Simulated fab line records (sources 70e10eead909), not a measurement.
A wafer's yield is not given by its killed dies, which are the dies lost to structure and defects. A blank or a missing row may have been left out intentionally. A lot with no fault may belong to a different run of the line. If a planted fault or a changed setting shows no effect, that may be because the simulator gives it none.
fab line records	flow nandHarc
record lots=15	wafers=43	lastDay=33
route steps=1302 shown A_CHANNEL_FILL_D1@509 A_DECK1_JOINT@539 A_ONON_D2@551
lots untouched by any fault: they come from a run of this same line in which no faults occurred
startH: the number of hours between the record's first day and the start of the first shown wafer of the lot	waitH: hours from the lot's prior step to this one	" identical to the entry in the row above	L1.1+2: one row covering several wafers at once	- value missing, or start not given	* or withheld: withheld	< > ~ a bound
route shown NAME@n: names a module that has steps shown in the file, with the first one's number in the route	usual: mean and standard deviation over wafers with no fault	same: alike in all rows	chamber/n: place in a boat	sites: per-site readings	_std_site: the standard deviation of these	_edge_site: inner sites' mean taken away from outer sites' mean	radiusMm: for every site, how far away it sits from the centre of the wafer	mask NAME#n: copy n	behind: tool/chamber where the wafer was last shaped	hold: why the lot was held/for how many hours/how that ended	device: names the non-switching transistor (n, p or np)	end of line: the same wafers' tests at the end of the route	where a step has no rows: the recipe by itself	killed: not the wafer's yield, but the dies lost to structure and defects at the first sort	map: the dies of a wafer, with x for killed, . for not killed, _ for no die there
set.NAME: the setting as run; set.NAME@STEP: as run at that earlier step	model.NAME: the simulator's own value behind a step, which no gauge read
one table for each step of the route and one row for each wafer, over a sample of lots
services: a tool's chamber out of use, with start hour (startH, from the record's first day; less than 0 if before it), hours out, and reason
## steps
# step NHARC_A_CHANNEL_FILL_D1_STRIP_29
# recipe timeS=20	o2FlowSccm=500	arFlowSccm=0	biasW=0	chemistry=O2
# usual chamberPressureMTorr=60.01/0.048	drypumpMotorCurrentA=5.6/0.5	oesProductAu=1.000/0.0077	rfVppV=57.9/0.87	showerheadPlenumPTorr=3.58/0.12	throttleValvePct=17.038/0.0091
lot.wafer	tool	chamber	startH	waitH	chamberPressureMTorr	drypumpMotorCurrentA	oesProductAu	rfHoursCounterH	rfVppV	showerheadPlenumPTorr	throttleValvePct
L909.1	rieDiel-06	2	-	-	59.93	6.4	1.001	6	57.2	3.77	17.054
L909.3	"	3	"	"	60.01	5.6	0.994	6	58.4	3.60	17.040
L909.2	"	0	"	"	59.98	5.7	1.001	7	57.2	3.53	17.064
L910.1	rieDiel-08	3	-	-	60.08	6.5	0.989	3	57.0	3.39	17.027
L910.3	"	2	"	"	60.02	6.0	0.993	3	58.9	3.69	17.046
L910.5	"	3	"	"	60.01	6.5	0.997	-	56.5	3.39	17.027
L915.1	rieDiel-09	1	-	-	59.97	5.1	1.005	10	58.8	3.47	17.041
L915.6	"	3	"	"	59.99	5.7	1.003	-	57.6	3.63	17.047
L918.2	rieDiel-08	3	-	-	60.08	6.5	1.001	7	57.6	3.38	17.043
L918.1	"	0	"	"	60.00	5.0	1.003	6	57.5	3.52	17.036
L918.4	"	1	"	"	59.95	5.2	1.010	6	59.6	3.76	17.037
L920.1	rieDiel-09	1	-	-	59.97	5.2	1.016	1	59.3	3.47	17.028
L920.2	"	0	"	"	60.02	5.4	1.010	1	59.6	3.62	17.030
L920.6	"	3	"	"	59.98	5.7	1.005	-	58.8	3.63	17.033
L919.2	rieDiel-06	2	319.76	0.1	60.06	6.4	1.006	2	56.9	3.77	17.055
L919.6	"	2	"	"	59.98	6.4	0.987	-	58.1	3.77	17.038
L922.4	rieDiel-06	1	-	-	60.03	5.4	1.017	2	59.6	3.65	17.018
L922.3	"	2	"	"	60.06	6.4	1.003	3	58.7	3.77	17.051
L922.5	"	0	"	"	60.07	5.8	1.008	-	58.2	3.53	17.041
L924.1	rieDiel-06	1	-	-	59.97	5.4	1.007	3	58.4	3.65	17.039
L924.2	"	3	"	"	60.04	5.6	0.996	4	57.3	3.60	17.024
L924.5	"	1	"	"	60.04	5.5	1.010	-	57.6	3.65	17.031
L925.1	rieDiel-09	0	377.08	0.1	59.97	5.5	1.004	5	58.5	3.61	17.029
L925.6	"	1	"	"	59.96	5.2	0.999	-	58.0	3.47	17.039
L925.5	"	2	"	"	60.01	5.3	0.994	-	59.2	3.46	17.038
L926.1	rieDiel-08	0	-	-	60.06	5.0	1.003	0	58.5	3.52	17.040
L926.2	"	2	"	"	59.98	5.9	1.006	0	58.7	3.69	17.035
L926.5	"	0	"	"	60.01	5.0	1.003	-	57.5	3.52	17.049
L927.2	rieDiel-09	3	-	-	59.93	5.6	1.013	4	56.8	3.63	17.041
L927.6	"	1	"	"	60.02	5.1	1.000	-	58.6	3.47	17.046
L927.5	"	2	"	"	60.07	5.3	0.990	-	56.8	3.46	17.044
L928.1	rieDiel-08	3	-	-	60.08	6.5	0.984	1	58.0	3.38	17.038
L928.2	"	0	"	"	59.94	5.0	0.994	1	58.2	3.52	17.053
L928.6	"	0	"	"	59.95	5.0	1.004	-	58.5	3.52	17.037
L929.2	rieDiel-06	2	420.05	0.2	60.04	6.4	0.988	7	57.5	3.76	17.040
L929.3	"	3	"	"	60.02	5.6	0.988	7	57.4	3.60	17.030
L929.6	"	3	"	"	59.99	5.6	0.990	-	57.7	3.60	17.027
L930.3	rieDiel-08	3	-	-	59.91	6.5	0.992	2	57.5	3.38	17.053
L930.1	"	0	"	"	60.00	5.0	0.999	1	59.2	3.52	17.041
L930.4	"	1	"	"	59.97	5.2	1.000	1	59.6	3.76	17.015
L931.3	rieDiel-08	3	-	-	59.90	6.5	1.000	2	56.0	3.38	17.037
L931.1	"	2	"	"	60.06	5.9	1.002	2	58.0	3.69	17.040
L931.6	"	0	"	"	60.01	5.0	1.005	-	57.8	3.52	17.043
# step NHARC_A_DECK1_JOINT_CMP_02
# recipe material=SiOx
# usual edgeZonePressureFrac=0.999/0.0051	motorCurrentA=11.7/1
lot.wafer	tool	chamber	startH	waitH	edgeZonePressureFrac	motorCurrentA
L909.1	cmp-02	0	244.00	0.4	1.005	10.9
L909.3	"	1	"	"	0.997	9.4
L909.2	"	3	"	"	1.000	11.3
L910.3	cmp-02	3	277.60	0.4	0.995	11.5
L910.1	"	0	"	"	1.001	11.2
L910.5	"	1	"	"	1.003	9.8
L915.1	cmp-02	0	325.65	0.4	0.996	10.5
L915.6	"	2	"	"	1.002	12.0
L918.2	cmp-02	2	347.60	0.4	0.998	12.8
L918.1	"	3	"	"	0.992	11.2
L918.4	"	0	"	"	0.991	10.6
L920.2	cmp-03	1	359.60	0.4	1.002	12.2
L920.1	"	2	"	"	0.993	13.4
L920.6	"	2	"	"	0.994	13.2
L919.2	cmp-04	0	359.63	0.4	0.995	12.8
L919.6	"	3	"	"	0.998	11.6
L922.4	cmp-02	1	389.02	0.4	1.006	9.3
L922.3	"	2	"	"	1.008	12.3
L922.5	"	1	"	"	1.003	9.8
L924.2	cmp-04	1	411.20	0.4	0.994	12.1
L924.1	"	3	"	"	1.008	11.9
L924.5	"	2	"	"	0.997	11.0
L925.1	cmp-04	3	420.77	0.4	1.002	11.6
L925.6	"	0	"	"	0.990	13.3
L925.5	"	1	"	"	1.002	11.1
L926.1	cmp-04	0	433.68	0.4	1.008	13.2
L926.2	"	2	"	"	0.998	10.8
L926.5	"	0	"	"	1.014	12.8
L927.2	cmp-02	2	433.70	0.4	1.000	11.9
L927.6	"	1	"	"	1.000	9.3
L927.5	"	2	"	"	0.998	11.6
L928.1	cmp-04	3	452.52	0.4	0.992	12.2
L928.2	"	0	"	"	1.003	12.5
L928.6	"	0	"	"	1.011	13.3
L929.2	cmp-02	1	459.40	0.4	1.004	10.0
L929.3	"	3	"	"	1.009	11.0
L929.6	"	1	"	"	0.997	9.8
L930.4	cmp-03	3	465.41	0.4	0.996	11.3
L930.1	"	1	"	"	1.001	11.7
L930.3	"	2	"	"	1.000	12.7
L931.1	cmp-03	1	471.21	0.4	0.995	11.9
L931.3	"	2	"	"	0.999	13.5
L931.6	"	1	"	"	1.004	11.5
# step NHARC_A_ONON_D2_DEP_09
# recipe targetThkA=10000	n2FlowSccm=2750	n2oFlowSccm=2000	nh3FlowSccm=500	sih4FlowSccm=210	tempC=400
lot.wafer	tool	chamber	startH	waitH
L909.1+2+3	pecvdOnon-04	0	246.59	0.1
L910.1+3+5	pecvdOnon-01	0	280.03	0.1
L915.1+6	pecvdOnon-04	0	328.06	0.1
L918.1+2+4	pecvdOnon-04	0	350.20	0.1
L920.1+2+6	pecvdOnon-03	0	362.09	0.1
L919.2+6	pecvdOnon-04	0	362.14	0.1
L922.3+4+5	pecvdOnon-01	0	391.61	0.2
L924.1+2+5	pecvdOnon-04	0	413.68	0.1
L925.1+5+6	pecvdOnon-01	0	423.16	0.1
L927.2+5+6	pecvdOnon-03	0	436.48	0.1
L926.1+2+5	pecvdOnon-04	0	436.77	0.1
L928.1+2+6	pecvdOnon-04	0	455.00	0.1
L929.2+3+6	pecvdOnon-01	0	461.91	0.1
L930.1+3+4	pecvdOnon-01	0	467.86	0.1
L931.1+3+6	pecvdOnon-03	0	473.69	0.1
# step NHARC_A_ONON_D2_THK_MEAS_11
# recipe thkMeasGauge=ellipsometry
# usual thkNm=1000/11
lot.wafer	tool	chamber	startH	waitH	thkNm
L909.1	filmMetro-01	-	247.10	-	998
L909.2	"	-	"	"	998
L909.3	"	-	"	"	999
L910.1	filmMetro-02	-	280.54	-	1019
L910.3	"	-	"	"	1016
L910.5	"	-	"	"	1020
L915.1	filmMetro-02	-	328.57	-	980
L915.6	"	-	"	"	1485
L918.1	filmMetro-01	-	350.71	-	984
L918.2	"	-	"	"	1487
L918.4	"	-	"	"	984
L919.2	filmMetro-01	-	362.59	-	1499
L919.6	"	-	"	"	1498
L920.1	filmMetro-01	-	362.59	-	1004
L920.2	"	-	"	"	1006
L920.6	"	-	"	"	1003
L922.3	filmMetro-01	-	392.01	-	1010
L922.4	"	-	"	"	1012
L922.5	"	-	"	"	1010
L924.1	filmMetro-01	-	414.19	-	999
L924.2	"	-	"	"	1000
L924.5	"	-	"	"	1001
L925.1	filmMetro-01	-	423.67	-	1003
L925.5	"	-	"	"	1001
L925.6	"	-	"	"	1003
L927.2	filmMetro-02	-	436.94	-	1012
L927.5	"	-	"	"	1014
L927.6	"	-	"	"	1013
L926.1	filmMetro-01	-	437.28	-	1010
L926.2	"	-	"	"	1010
L926.5	"	-	"	"	1011
L928.1	filmMetro-02	-	455.51	-	995
L928.2	"	-	"	"	994
L928.6	"	-	"	"	993
L929.2	filmMetro-01	-	462.36	-	1010
L929.3	"	-	"	"	1009
L929.6	"	-	"	"	1007
L930.1	filmMetro-01	-	468.37	-	993
L930.3	"	-	"	"	993
L930.4	"	-	"	"	991
L931.1	filmMetro-01	-	474.21	-	1015
L931.3	"	-	"	"	1013
L931.6	"	-	"	"	1012
# step NHARC_A_ONON_D2_THK_MEAS_27
# recipe thkMeasGauge=ellipsometry
# usual thkNm=1000/8.9
lot.wafer	tool	chamber	startH	waitH	thkNm
L909.1	filmMetro-01	-	256.76	-	999
L909.2	"	-	"	"	996
L909.3	"	-	"	"	998
L910.1	filmMetro-01	-	290.63	-	1015
L910.3	"	-	"	"	1013
L910.5	"	-	"	"	1012
L915.1	filmMetro-01	-	339.82	-	1005
L915.6	"	-	"	"	1005
L918.1	filmMetro-01	-	360.31	-	984
L918.2	"	-	"	"	985
L918.4	"	-	"	"	984
L920.1	filmMetro-01	-	372.29	-	1015
L920.2	"	-	"	"	1014
L920.6	"	-	"	"	1016
L919.2	filmMetro-02	-	372.30	-	995
L919.6	"	-	"	"	996
L922.3	filmMetro-02	-	403.63	-	1001
L922.4	"	-	"	"	1001
L922.5	"	-	"	"	1002
L924.1	filmMetro-01	-	424.23	-	1015
L924.2	"	-	"	"	1014
L924.5	"	-	"	"	1013
L925.1	filmMetro-02	-	433.68	-	1001
L925.5	"	-	"	"	1003
L925.6	"	-	"	"	1002
L926.1	filmMetro-02	-	446.58	-	985
L926.2	"	-	"	"	986
L926.5	"	-	"	"	986
L927.2	filmMetro-01	-	446.59	-	1005
L927.5	"	-	"	"	1005
L927.6	"	-	"	"	1006
L928.1	filmMetro-02	-	468.38	-	1010
L928.2	"	-	"	"	1012
L928.6	"	-	"	"	1010
L929.2	filmMetro-01	-	473.51	-	995
L929.3	"	-	"	"	994
L929.6	"	-	"	"	992
L930.1	filmMetro-02	-	480.45	-	1003
L930.3	"	-	"	"	1003
L930.4	"	-	"	"	1003
L931.1	filmMetro-02	-	488.13	-	1002
L931.3	"	-	"	"	1002
L931.6	"	-	"	"	1000
## services
tool	chamber	startH	hours	kind
cmp-02	-	190.40	1.2	repair
rieDiel-08	1	196.51	7.3	repair
cmp-04	-	198.14	1.9	repair
rieDiel-08	0	200.73	4.2	repair
cmp-02	-	211.52	4.0	pm
rieDiel-08	-	217.00	0.6	repair
cmp-04	-	232.68	4.0	pm
rieDiel-06	0	242.11	5.0	repair
pecvdOnon-01	-	245.28	13.0	pm
cmp-04	-	248.25	1.6	repair
rieDiel-06	-	283.23	9.0	pm
pecvdOnon-04	-	287.00	13.0	pm
cmp-02	-	299.00	0.5	repair
cmp-02	-	309.59	4.0	pm
rieDiel-06	3	313.01	11.1	repair
cmp-04	-	330.68	4.0	pm
rieDiel-08	-	343.80	9.0	pm
cmp-02	-	343.93	2.2	repair
rieDiel-06	0	393.51	34.2	repair
cmp-02	-	407.74	4.0	pm
rieDiel-06	3	424.03	4.1	repair
pecvdOnon-01	-	426.28	13.0	pm
cmp-04	-	428.71	4.0	pm
pecvdOnon-04	-	468.23	13.0	pm
## key
firstSign step=NHARC_A_ONON_D2_THK_MEAS_11	reading=thkNm	direction=up	sigmas=47	usual=1000	struck=1492
effect none on later readings
metAt NHARC_A_ONON_D2_DEP_09
struckLots L915,L918,L919
struckWafers L915.6,L918.2,L919.2,L919.6
sortLeftOut L915.6,L918.2,L919.2,L919.6
testerLeftOut L915,L918,L919
notActingAt NHARC_A_CHANNEL_FILL_D1_STRIP_29,NHARC_A_DECK1_JOINT_CMP_02,NHARC_A_ONON_D2_THK_MEAS_27
onsetBetween 246.59 328.06
fault kind=processParameterDrift	tool=pecvdOnon-04	chamber=-	onsetH=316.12	steps=NHARC_A_ONON_D2_DEP_09	channel=targetThkA	offset=*	shape=step	endH=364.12	scope=struckWafersOnly	actsIn=*	stated=*
# testerLeftOut: of these lots the tester's yield and bins aren't shown, on N5 and GAA mostly nor the transistor test; their killed dies are dies lost to structure and defects alone, not to doping, threshold or leakage, so they don't give the yield
# sortLeftOut: the simulated sort isn't trusted on such a fault, so these wafers' sort isn't shown, and their yield isn't known
